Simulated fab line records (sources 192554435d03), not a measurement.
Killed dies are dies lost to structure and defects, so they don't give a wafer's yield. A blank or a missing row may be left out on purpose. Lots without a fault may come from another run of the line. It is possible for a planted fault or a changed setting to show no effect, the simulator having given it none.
8D (eight disciplines) problem report, filled in by code -- flow n5 finfet -- the parts of the form that need people (team, actions taken, sign-off) are left out

1. THE ISSUE
Wafers without a fault read 1500.0 rpm, standard deviation 0.81; spin speed rpm at N5_SD_EPI_P_COAT_34 reads a mean of 1534.2 rpm on 9 wafers belonging to 3 lots. That puts it +42 standard deviations away from the usual mean.
The step: time 60 s, resist thk 350 nm.
First seen on wafer L477.1, day 5 09:36, on litho track-04. The record has a number at this step for 33 wafers belonging to 11 lots. Rule for "out", or "out of limits": more than 4 standard deviations from the usual mean. The other wafers with a number count as sound.

2. WHAT IT IS, AND WHAT IT ISN'T
question,is,is not
which readings at this step,spin speed rpm,-
which lots,"L477, L479, L480","L468, L475, L476, L478, L481, L483, L489, L490"
which wafers of those lots,all that have a number,-
read on which tools,litho track-04,litho track-03
when,from day 5 09:36,"up to then (9 sound wafers); but 15 sound wafers of L478, L481, L483, L489, L490 came after"

3. THE SUSPECTS, EACH WITH WHAT RULES IT OUT
Counting: any tool at a process step up to the reading is kept as a suspect provided that every lot that is out went through it and no sound lot did after the first of them.
- litho track-04 at N5_SD_EPI_P_COAT_34 (time 60 s, resist thk 350 nm): ruled out as a lasting fault. After its first lot that is out, L477 (day 5 09:36), sound lots L490 ran on it.
Left after counting: nothing in the record.

4. THE CAUSE (what the simulator had put in)
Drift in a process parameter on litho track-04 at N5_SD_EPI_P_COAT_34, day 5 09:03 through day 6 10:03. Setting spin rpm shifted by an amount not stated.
Counting ruled it out, wrongly.

5. THE EFFECT CHAIN, in route order
One row per reading whose mean, taken over the struck wafers that have a number, lies over 3 standard deviations from the usual. Scope: only readings with a usual standard deviation given in the record; hours: median across lots of the time from each lot's start at the first step in this table that gives one to its start at this step; sigmas: change in usual standard deviations.
hours,step,reading,usual,on struck wafers,change,sigmas
0,N5_SD_EPI_P_COAT_34,spin speed rpm,1500.0 rpm,1534.2,+34.2,+42
Its process steps:
- N5_SD_EPI_P_COAT_34: time 60 s, resist thk 350 nm.
Later steps that measure or inspect, where all struck wafers having a row at the step show a number for every such reading and not one has moved that far: N5_BEOL_M4_RC_MEAS_101.

6. HOW IT WOULD HAVE BEEN CAUGHT EARLIER
In this record the first reading out of limits was taken at day 5 09:36, 1 hour after the fault began at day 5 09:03.
